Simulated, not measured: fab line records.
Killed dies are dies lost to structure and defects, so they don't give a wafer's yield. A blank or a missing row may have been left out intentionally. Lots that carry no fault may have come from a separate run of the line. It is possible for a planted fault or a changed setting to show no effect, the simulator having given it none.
fab line records / flow n5Finfet
record lots=4 wafers=12 lastDay=14
route steps=1938 shown BEOL_M1@762 BEOL_M4@1111 PASSIVATION@1936
lots with no fault: from the same line, run without faults
startH: hours from the record's first day to the start of the lot's first wafer shown / waitH: hours elapsed since this lot's preceding step / " as in the row above / L1.1+2: one row covering several wafers at once / - no value present, or no start provided / * or withheld: withheld / < > ~ a bound
route shown NAME@n: NAME is a module with steps in the file, n the number in the route of the first one / usual: mean/standard deviation taken from wafers without a fault / same: alike in all rows / chamber/n: place in a boat / sites: per-site readings / _std_site: how widely they spread, as a standard deviation / _edge_site: the outer-site mean with the inner-site mean subtracted / radiusMm: for every site, how far away it sits from the centre of the wafer / mask NAME#n: copy n / behind: the last tool/chamber to shape the wafer / hold: why the lot went on hold/how many hours it stayed there/how the hold came to an end / device: transistor that didn't switch, given as n, p or np / end of line: tests of these same wafers at the route's end / a step with no rows: only its recipe / killed: dies that structure and defects cost at the first sort, which is not the same as the wafer's yield / map: per-die view of a wafer (x killed, . not killed, _ where there is no die)
set.NAME: the setting that was run; set.NAME@STEP: the one run at that earlier step / model.NAME: the simulator's own value behind a step, which no gauge read
certain route steps with their lots: each step a table, each wafer a row
services: when a tool's chamber went out of use (startH, in hours from the record's first day, below 0 if earlier), for how many hours, and the reason
## steps
# step N5_BEOL_M1_PEB_09
# recipe pebTempC=100 pebTimeS=60 resist=CAR-EUV
# step N5_BEOL_M1_DEVELOP_10
# recipe developTimeS=30 developer=TMAH resist=CAR-EUV rinseLiquid=surfactantRinse dry=airSpin devTempC=23
# step N5_BEOL_M1_DESCUM_16
# recipe chemistry=O2 timeS=7 sourcePowerW=50 biasPowerW=20 pressureMtorr=20 rfFrequencyHz=2.712e+07 tempC=40 resist=CAR-EUV o2FlowSccm=225
# step N5_BEOL_M1_ETCH_74
# recipe chemistry=N2/H2 target=underlayer targetDepthA=65 maskMaterial=CAR-EUV timeS=5.2 ionEnergyEv=200 pressureMtorr=30 sourceW=840 biasW=150 n2FlowSccm=200 h2FlowSccm=200 ends=cleared
# step N5_BEOL_M1_ETCH_63
# recipe chemistry=CF4 target=SiARC targetDepthA=156 maskMaterial=CAR-EUV timeS=26 ionEnergyEv=80 pressureMtorr=40 sourceW=545 biasW=36 Ar_flow_sccm=100 cf4FlowSccm=100 ends=cleared
# step N5_BEOL_M1_ETCH_64
# recipe chemistry=N2/H2 target=SOC targetDepthA=750 overetchA=150 maskMaterial=SiARC tempC=40 timeS=112.5 ionEnergyEv=200 pressureMtorr=30 sourceW=840 biasW=150 n2FlowSccm=200 h2FlowSccm=200
# step N5_BEOL_M1_STRIP_65
# recipe chemistry=N2/H2 tempC=40 n2FlowSccm=200 h2FlowSccm=200 rfFrequencyHz=6e+07
# step N5_BEOL_M1_STRIP_75
# recipe chemistry=N2/H2 tempC=40 n2FlowSccm=200 h2FlowSccm=200 rfFrequencyHz=6e+07
# step N5_BEOL_M1_STRIP_66
# recipe chemistry=CF4 resist=SiARC powerW=300 biasPowerW=75 pressureMtorr=50 cf4FlowSccm=150 rfFrequencyHz=6e+07
# step N5_BEOL_M1_HM_OPEN_17
# recipe chemistry=Cl2/BCl3 targetDepthA=200 overetchA=60 target=TiN maskMaterial=SOC ionEnergyEv=150 pressureMtorr=10 icpW=1000 biasW=126 Cl2_flow_sccm=53.25 bcl3FlowSccm=21.75 Ar_flow_sccm=25
# usual bcl3FlowSccm=21.76/0.063 drypumpMotorCurrentA=5.7/0.31 oesProductAu=0.66/0.087 throttleValvePct=22.15/0.18
lot.wafer=L672.1 tool=rieMetal-01 chamber=0 startH=123.96 waitH=0.0 bcl3FlowSccm=21.86 drypumpMotorCurrentA=5.7 oesProductAu=0.51 rfHoursCounterH=142 throttleValvePct=22.29
lot.wafer=L672.2 tool=rieMetal-01 chamber=1 startH=123.96 waitH=0.0 bcl3FlowSccm=21.63 drypumpMotorCurrentA=6.3 oesProductAu=0.66 rfHoursCounterH=39 throttleValvePct=21.99
lot.wafer=L672.6 tool=rieMetal-01 chamber=1 startH=123.96 waitH=0.0 bcl3FlowSccm=21.64 drypumpMotorCurrentA=6.3 oesProductAu=0.66 rfHoursCounterH=- throttleValvePct=21.99
lot.wafer=L680.2 tool=rieMetal-03 chamber=1 startH=178.75 waitH=0.0 bcl3FlowSccm=21.80 drypumpMotorCurrentA=5.8 oesProductAu=0.54 rfHoursCounterH=119 throttleValvePct=22.47
lot.wafer=L680.3 tool=rieMetal-03 chamber=1 startH=178.75 waitH=0.0 bcl3FlowSccm=21.82 drypumpMotorCurrentA=5.8 oesProductAu=0.55 rfHoursCounterH=- throttleValvePct=22.47
lot.wafer=L680.4 tool=rieMetal-03 chamber=0 startH=178.75 waitH=0.0 bcl3FlowSccm=21.76 drypumpMotorCurrentA=6.0 oesProductAu=0.60 rfHoursCounterH=- throttleValvePct=21.93
lot.wafer=L681.1 tool=rieMetal-01 chamber=1 startH=188.19 waitH=0.0 bcl3FlowSccm=21.69 drypumpMotorCurrentA=6.4 oesProductAu=0.65 rfHoursCounterH=47 throttleValvePct=22.01
lot.wafer=L681.2 tool=rieMetal-01 chamber=0 startH=188.19 waitH=0.0 bcl3FlowSccm=21.77 drypumpMotorCurrentA=5.7 oesProductAu=0.83 rfHoursCounterH=3 throttleValvePct=22.00
lot.wafer=L681.3 tool=rieMetal-01 chamber=1 startH=188.19 waitH=0.0 bcl3FlowSccm=21.76 drypumpMotorCurrentA=6.3 oesProductAu=0.65 rfHoursCounterH=- throttleValvePct=22.03
lot.wafer=L682.1 tool=rieMetal-01 chamber=1 startH=188.64 waitH=0.0 bcl3FlowSccm=21.75 drypumpMotorCurrentA=6.4 oesProductAu=0.64 rfHoursCounterH=47 throttleValvePct=22.04
lot.wafer=L682.3 tool=rieMetal-01 chamber=1 startH=188.64 waitH=0.0 bcl3FlowSccm=21.79 drypumpMotorCurrentA=6.3 oesProductAu=0.64 rfHoursCounterH=- throttleValvePct=22.05
lot.wafer=L682.6 tool=rieMetal-01 chamber=1 startH=188.64 waitH=0.0 bcl3FlowSccm=21.73 drypumpMotorCurrentA=6.4 oesProductAu=0.65 rfHoursCounterH=- throttleValvePct=22.02
# step N5_BEOL_M1_STRIP_19
# recipe chemistry=O2 powerW=400 tempC=40 pressureMtorr=30 rfFrequencyHz=6e+07 biasPowerW=0 overashFraction=0.2 o2FlowSccm=225
# step N5_BEOL_M1_COAT_67
# recipe resist=SOC tempC=250 timeS=60 spinRpm=1500 resistThkNm=60
# step N5_BEOL_M1_COAT_68
# recipe resist=SiARC tempC=220 timeS=60 spinRpm=1500 resistThkNm=12
# step N5_BEOL_M1_COAT_76
# recipe resist=underlayer tempC=205 timeS=60 spinRpm=1500 resistThkNm=5
# step N5_BEOL_M1_COAT_22
# recipe resist=CAR-EUV spinRpm=1500 resistThkNm=30
# step N5_BEOL_M1_EBR_24
# recipe solvent=PGMEA ebrWidthMm=1.5
# step N5_BEOL_M1_SOFTBAKE_23
# recipe tempC=110 timeS=60 resist=CAR-EUV
# step N5_BEOL_M1_EXPOSE_25
# recipe maskId=V0 na=0.33 sourceShape=quasar sigmaInner=0.2 sigmaOuter=0.8 polarization=unpolarized defocusNm=5 targetCdNm=24 doseMj=63
# step N5_BEOL_M1_PEB_26
# recipe pebTempC=100 pebTimeS=60 resist=CAR-EUV
# step N5_BEOL_M1_DEVELOP_27
# recipe developTimeS=30 developer=TMAH resist=CAR-EUV rinseLiquid=surfactantRinse dry=airSpin devTempC=23
# step N5_BEOL_M1_INSPECT_30
# recipe mode=adi inspectInstrument=brightfield
# usual rawDefectCount=433/120
lot.wafer=L672.1 tool=defectInspect-02 chamber=- startH=124.68 waitH=0.1 rawDefectCount=478
lot.wafer=L672.2 tool=defectInspect-02 chamber=- startH=124.68 waitH=0.1 rawDefectCount=748
lot.wafer=L672.6 tool=defectInspect-02 chamber=- startH=124.68 waitH=0.1 rawDefectCount=819
lot.wafer=L680.2 tool=defectInspect-02 chamber=- startH=179.46 waitH=0.0 rawDefectCount=468
lot.wafer=L680.3 tool=defectInspect-02 chamber=- startH=179.46 waitH=0.0 rawDefectCount=304
lot.wafer=L680.4 tool=defectInspect-02 chamber=- startH=179.46 waitH=0.0 rawDefectCount=324
lot.wafer=L681.1 tool=defectInspect-02 chamber=- startH=188.90 waitH=0.1 rawDefectCount=1247
lot.wafer=L681.2 tool=defectInspect-02 chamber=- startH=188.90 waitH=0.1 rawDefectCount=1169
lot.wafer=L681.3 tool=defectInspect-02 chamber=- startH=188.90 waitH=0.1 rawDefectCount=1140
lot.wafer=L682.1 tool=defectInspect-01 chamber=- startH=189.35 waitH=0.1 rawDefectCount=1302
lot.wafer=L682.3 tool=defectInspect-01 chamber=- startH=189.35 waitH=0.1 rawDefectCount=1176
lot.wafer=L682.6 tool=defectInspect-01 chamber=- startH=189.35 waitH=0.1 rawDefectCount=1276
# step N5_BEOL_M1_DESCUM_33
# recipe chemistry=O2 timeS=7 sourcePowerW=50 biasPowerW=20 pressureMtorr=20 rfFrequencyHz=2.712e+07 tempC=40 resist=CAR-EUV o2FlowSccm=225
# step N5_BEOL_M4_RC_MEAS_101
# usual DIBL_N=35.9/1.4 DIBL_P=35.9/1.7 IOFF_N=0.155/0.023 IOFF_P=0.201/0.029 ION_N=672/8.8 ION_P=460/7 SS_N=71.6/0.48 SS_P=73.1/0.64 VT_N=250.0/3 VT_P=-251.6/3
lot.wafer=L672.1 tool=prober-02 chamber=0 startH=169.92 waitH=0.0 DIBL_N[mV/V]=36.7 DIBL_P[mV/V]=37.4 IOFF_N[nA/um]=0.166 IOFF_P[nA/um]=0.228 ION_N[uA/um]=681 ION_P[uA/um]=468 SS_N[mV/dec]=71.8 SS_P[mV/dec]=74.1 VT_N[mV]=247.3 VT_P[mV]=-252.9
lot.wafer=L672.2 tool=prober-02 chamber=0 startH=169.92 waitH=0.0 DIBL_N[mV/V]=35.2 DIBL_P[mV/V]=35.4 IOFF_N[nA/um]=0.147 IOFF_P[nA/um]=0.202 ION_N[uA/um]=667 ION_P[uA/um]=463 SS_N[mV/dec]=71.2 SS_P[mV/dec]=73.3 VT_N[mV]=247.9 VT_P[mV]=-247.9
lot.wafer=L672.6 tool=prober-02 chamber=0 startH=169.92 waitH=0.0 DIBL_N[mV/V]=34.5 DIBL_P[mV/V]=34.3 IOFF_N[nA/um]=0.128 IOFF_P[nA/um]=0.178 ION_N[uA/um]=674 ION_P[uA/um]=464 SS_N[mV/dec]=70.9 SS_P[mV/dec]=73.0 VT_N[mV]=252.8 VT_P[mV]=-253.0
lot.wafer=L680.2 tool=prober-01 chamber=0 startH=224.34 waitH=0.2 DIBL_N[mV/V]=36.5 DIBL_P[mV/V]=36.7 IOFF_N[nA/um]=0.164 IOFF_P[nA/um]=0.180 ION_N[uA/um]=666 ION_P[uA/um]=454 SS_N[mV/dec]=70.9 SS_P[mV/dec]=73.1 VT_N[mV]=248.0 VT_P[mV]=-254.2
lot.wafer=L680.3 tool=prober-01 chamber=0 startH=224.34 waitH=0.2 DIBL_N[mV/V]=39.5 DIBL_P[mV/V]=40.3 IOFF_N[nA/um]=0.239 IOFF_P[nA/um]=0.238 ION_N[uA/um]=688 ION_P[uA/um]=459 SS_N[mV/dec]=72.3 SS_P[mV/dec]=74.1 VT_N[mV]=241.2 VT_P[mV]=-250.3
lot.wafer=L680.4 tool=prober-01 chamber=0 startH=224.34 waitH=0.2 DIBL_N[mV/V]=36.0 DIBL_P[mV/V]=35.5 IOFF_N[nA/um]=0.149 IOFF_P[nA/um]=0.167 ION_N[uA/um]=663 ION_P[uA/um]=444 SS_N[mV/dec]=71.4 SS_P[mV/dec]=72.6 VT_N[mV]=247.5 VT_P[mV]=-255.5
lot.wafer=L681.1 tool=prober-02 chamber=0 startH=233.99 waitH=0.0 DIBL_N[mV/V]=33.5 DIBL_P[mV/V]=31.5 IOFF_N[nA/um]=0.124 IOFF_P[nA/um]=0.159 ION_N[uA/um]=658 ION_P[uA/um]=452 SS_N[mV/dec]=71.5 SS_P[mV/dec]=71.5 VT_N[mV]=253.0 VT_P[mV]=-254.3
lot.wafer=L681.2 tool=prober-02 chamber=0 startH=233.99 waitH=0.0 DIBL_N[mV/V]=34.7 DIBL_P[mV/V]=33.8 IOFF_N[nA/um]=0.136 IOFF_P[nA/um]=0.188 ION_N[uA/um]=671 ION_P[uA/um]=452 SS_N[mV/dec]=71.3 SS_P[mV/dec]=72.6 VT_N[mV]=249.6 VT_P[mV]=-253.2
lot.wafer=L681.3 tool=prober-02 chamber=0 startH=233.99 waitH=0.0 DIBL_N[mV/V]=32.9 DIBL_P[mV/V]=31.2 IOFF_N[nA/um]=0.108 IOFF_P[nA/um]=0.149 ION_N[uA/um]=666 ION_P[uA/um]=457 SS_N[mV/dec]=70.2 SS_P[mV/dec]=71.6 VT_N[mV]=252.9 VT_P[mV]=-253.7
lot.wafer=L682.1 tool=prober-01 chamber=0 startH=243.82 waitH=0.0 DIBL_N[mV/V]=35.9 DIBL_P[mV/V]=35.8 IOFF_N[nA/um]=0.146 IOFF_P[nA/um]=0.187 ION_N[uA/um]=671 ION_P[uA/um]=458 SS_N[mV/dec]=71.1 SS_P[mV/dec]=72.8 VT_N[mV]=252.1 VT_P[mV]=-251.9
lot.wafer=L682.3 tool=prober-01 chamber=0 startH=243.82 waitH=0.0 DIBL_N[mV/V]=36.0 DIBL_P[mV/V]=36.4 IOFF_N[nA/um]=0.143 IOFF_P[nA/um]=0.201 ION_N[uA/um]=663 ION_P[uA/um]=455 SS_N[mV/dec]=71.4 SS_P[mV/dec]=73.1 VT_N[mV]=251.7 VT_P[mV]=-249.7
lot.wafer=L682.6 tool=prober-01 chamber=0 startH=243.82 waitH=0.0 DIBL_N[mV/V]=36.2 DIBL_P[mV/V]=36.6 IOFF_N[nA/um]=0.152 IOFF_P[nA/um]=0.203 ION_N[uA/um]=666 ION_P[uA/um]=455 SS_N[mV/dec]=71.4 SS_P[mV/dec]=72.5 VT_N[mV]=253.6 VT_P[mV]=-251.7
# step N5_PASSIVATION_PROBE_49
# usual defectLimitedYield=91.7/1.5 killed_at_M0_to_M3=30/8.6 killed_at_M4_up=12/4.5 killedAtContacts=13/5.8 killedAtFrontEnd=38/11 killedAtOther=4/3 killedDies=97/17 killedOnRim=13/3.6 killedOpen=63/12 killedShort=32/8.8 sort_bin_5_function=4.8/0.91 sort_bin_6_memory=3.1/0.68 sortNPass=1083/17 sortYieldPct=91.7/1.5
# same grossDies=1180 killedAtBackSide=0 sort_bin_4_leakage[%]=0 sort_bin_8_speed[%]=0
lot.wafer=L681.1 tool=prober-01 chamber=- startH=336.29 waitH=0.0 defectLimitedYield[%]=86.5 killed_at_M0_to_M3=88 killed_at_M4_up=14 killedAtContacts=20 killedAtFrontEnd=35 killedAtOther=2 killedDies=159 killedOnRim=36 killedOpen=80 killedShort=32 sort_bin_5_function[%]=7.6 sort_bin_6_memory[%]=4.5 sortNPass=1021 sortYieldPct[%]=86.5
lot.wafer=L681.2 tool=prober-01 chamber=- startH=336.34 waitH=0.1 defectLimitedYield[%]=85.3 killed_at_M0_to_M3=127 killed_at_M4_up=12 killedAtContacts=12 killedAtFrontEnd=19 killedAtOther=3 killedDies=173 killedOnRim=25 killedOpen=45 killedShort=21 sort_bin_5_function[%]=8.4 sort_bin_6_memory[%]=3.3 sortNPass=1007 sortYieldPct[%]=85.3
lot.wafer=L681.3 tool=prober-01 chamber=- startH=336.39 waitH=0.1 defectLimitedYield[%]=87.8 killed_at_M0_to_M3=79 killed_at_M4_up=17 killedAtContacts=15 killedAtFrontEnd=31 killedAtOther=2 killedDies=144 killedOnRim=29 killedOpen=66 killedShort=31 sort_bin_5_function[%]=7.3 sort_bin_6_memory[%]=3.4 sortNPass=1036 sortYieldPct[%]=87.8
lot.wafer=L682.1 tool=prober-01 chamber=- startH=343.85 waitH=0.0 defectLimitedYield[%]=84.7 killed_at_M0_to_M3=90 killed_at_M4_up=7 killedAtContacts=19 killedAtFrontEnd=64 killedAtOther=1 killedDies=181 killedOnRim=32 killedOpen=67 killedShort=64 sort_bin_5_function[%]=9.0 sort_bin_6_memory[%]=4.6 sortNPass=999 sortYieldPct[%]=84.7
lot.wafer=L682.3 tool=prober-01 chamber=- startH=343.95 waitH=0.1 defectLimitedYield[%]=84.7 killed_at_M0_to_M3=101 killed_at_M4_up=15 killedAtContacts=18 killedAtFrontEnd=45 killedAtOther=1 killedDies=180 killedOnRim=28 killedOpen=81 killedShort=44 sort_bin_5_function[%]=8.2 sort_bin_6_memory[%]=4.9 sortNPass=1000 sortYieldPct[%]=84.7
lot.wafer=L682.6 tool=prober-01 chamber=- startH=344.10 waitH=0.3 defectLimitedYield[%]=85.6 killed_at_M0_to_M3=90 killed_at_M4_up=10 killedAtContacts=12 killedAtFrontEnd=53 killedAtOther=5 killedDies=170 killedOnRim=23 killedOpen=78 killedShort=42 sort_bin_5_function[%]=7.7 sort_bin_6_memory[%]=4.4 sortNPass=1010 sortYieldPct[%]=85.6
# killed by level:class
L681.1 BEOL_M1:unspecified=47 MOL_CONTACT_COAG:geometricParticle:open=17 BEOL_M3:geometricParticle:open=10 BEOL_M4:geometricParticle:open=9 BEOL_M2:geometricParticle:open=8 STI_FIN_REVEAL:geometricParticle:open=7 BEOL_M3:geometricParticle:short=7 BEOL_M1:geometricParticle:open=6
L681.2 BEOL_M1:unspecified=104 BEOL_M4:geometricParticle:open=9 BEOL_M3:geometricParticle:open=8 MOL_CONTACT_COAG:geometricParticle:open=7 MOL_CONTACT_COAG:geometricParticle:short=5 STI_FIN_REVEAL:geometricParticle:open=4 BEOL_M2:geometricParticle:open=4 FIN_SAQP:geometricParticle:short=3
L681.3 BEOL_M1:unspecified=46 BEOL_M3:geometricParticle:open=12 MOL_CONTACT_COAG:geometricParticle:open=11 BEOL_M2:geometricParticle:short=8 BEOL_M2:geometricParticle:open=6 BEOL_M5:geometricParticle:open=6 FIN_SAQP:geometricParticle:open=5 DUMMY_GATE:geometricParticle:open=5
L682.1 BEOL_M1:unspecified=50 FIN_SAQP:geometricParticle:short=33 MOL_CONTACT_COAG:geometricParticle:open=15 FIN_SAQP:geometricParticle:open=14 BEOL_M0_SAQP:geometricParticle:short=12 BEOL_M2:geometricParticle:open=7 BEOL_M0_SAQP:geometricParticle:open=7 BEOL_M3:geometricParticle:open=7
L682.3 BEOL_M1:unspecified=51 MOL_CONTACT_COAG:geometricParticle:open=16 BEOL_M0_SAQP:geometricParticle:short=12 BEOL_M0_SAQP:geometricParticle:open=11 BEOL_M3:geometricParticle:open=8 FIN_SAQP:geometricParticle:short=7 BEOL_M2:geometricParticle:open=7 GATE_CUT:geometricParticle:short=6
L682.6 BEOL_M1:unspecified=50 FIN_SAQP:geometricParticle:short=21 BEOL_M0_SAQP:geometricParticle:open=12 BEOL_M0_SAQP:geometricParticle:short=9 MOL_CONTACT_COAG:geometricParticle:open=8 FIN_SAQP:geometricParticle:open=7 BEOL_M2:geometricParticle:open=7 BEOL_M3:geometricParticle:open=5
# map L681.2 (x killed, . not)
_________________x...........________________
______________xxxxxx............_____________
___________xxxxxxxx.x..............__________
__________xxxxxxxxxxx..............._________
________xxxxxxxxxxxx..x............x.._______
_______xxxxxxxxxxxx.x.....x............______
______.xxxxxxxxxxxxxx.......x......xx.x._____
_____x.x.xxxxxxxxxxx...............x.....____
____x.x.xxxxxxxxxx..x..........x..........___
___...x.xx.xxxxxxx.x.............x.........__
___...x...xxxx..x..........................__
__.........xxx.x...x........................_
__.x........xx...........x.x......x........._
_...............x...............x............
_.............................x.x.x...x......
_..................................x.........
_.....x............x..................xx.x...
_.........................................x..
_............x.....x...................x.....
_................................x........x..
_...................x.....x..................
__.......x....................x....x.....x.._
__...............x...................x......_
___x....................x..................__
___.x............................x.......x.__
____.......................xx.....x.......___
_____....................................____
______.................................._____
_______...x...........xx..........x....______
________.......................x......_______
__________..x.................x....._________
___________........................__________
______________.....x...........x_____________
_________________............________________
# map L682.1 (x killed, . not)
_________________..x....x....________________
______________..........x......._____________
___________.x..x.......x.......x..x__________
__________.............x........x..x_________
________........x...x................._______
_______..........x.xxx.................______
______.........x....x.............xx...._____
_____.x.............................x....____
____.........x..x..x.........x.........x.x___
___................x...x.x...x......x..x.xx__
___.x.......x.xx..............x..........xx__
__...x..x.........x.x.....x............xxxxx_
__..xx...............................x.xxxxx_
_x................................x....xxxxxx
_...x............x.x.x.............x....xxxxx
_..x...................x........x.......xxxxx
_...x.x..............x...x.............xxxxxx
_........x...........x...x...........x..xxxxx
_....x.x......x.......x......x...........xxxx
_.............x........x.x.xx............xxxx
_x............x...............xx..x..x.......
__......x........................x....x....._
__...x.....x.x.......................xx....x_
___.x...x........................x.........__
___....x.....x.xx....x.x....x...........x..__
____.x.x..............x.........x.x.......___
_____.....xx..............x...x..........____
______.x................x.....xx.x..x..._____
_______.......x..................x...x.______
________..............x......x.xx..x.._______
__________........x..x......x......x_________
___________........................__________
______________x.....x..........._____________
_________________........x...________________
## services
tool=rieMetal-01 chamber=0 startH=130.19 hours=- kind=clean
tool=rieMetal-01 chamber=0 startH=130.19 hours=24.5 kind=scheduledDown
tool=rieMetal-01 chamber=0 startH=130.19 hours=24.5 kind=ventCycle
## key
firstSign step=N5_BEOL_M1_INSPECT_30 reading=rawDefectCount direction=up sigmas=6.8 usual=433 struck=1218
effect step=N5_PASSIVATION_PROBE_49 reading=killed_at_M0_to_M3 direction=up sigmas=7.6 usual=30 struck=96
moreKillsBornAt N5_BEOL_M1_HM_OPEN_17@rieMetal-01=348
metAt N5_BEOL_M1_HM_OPEN_17
struckWafers L681.1,L681.2,L681.3,L682.1,L682.3,L682.6
onsetBetween 123.96 188.19
alsoFits time
fault kind=chamberParticleSource tool=rieMetal-01 chamber=- onsetH=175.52 steps=N5_BEOL_M1_HM_OPEN_17 ratePerVisitCm2=1.2216 endH=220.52
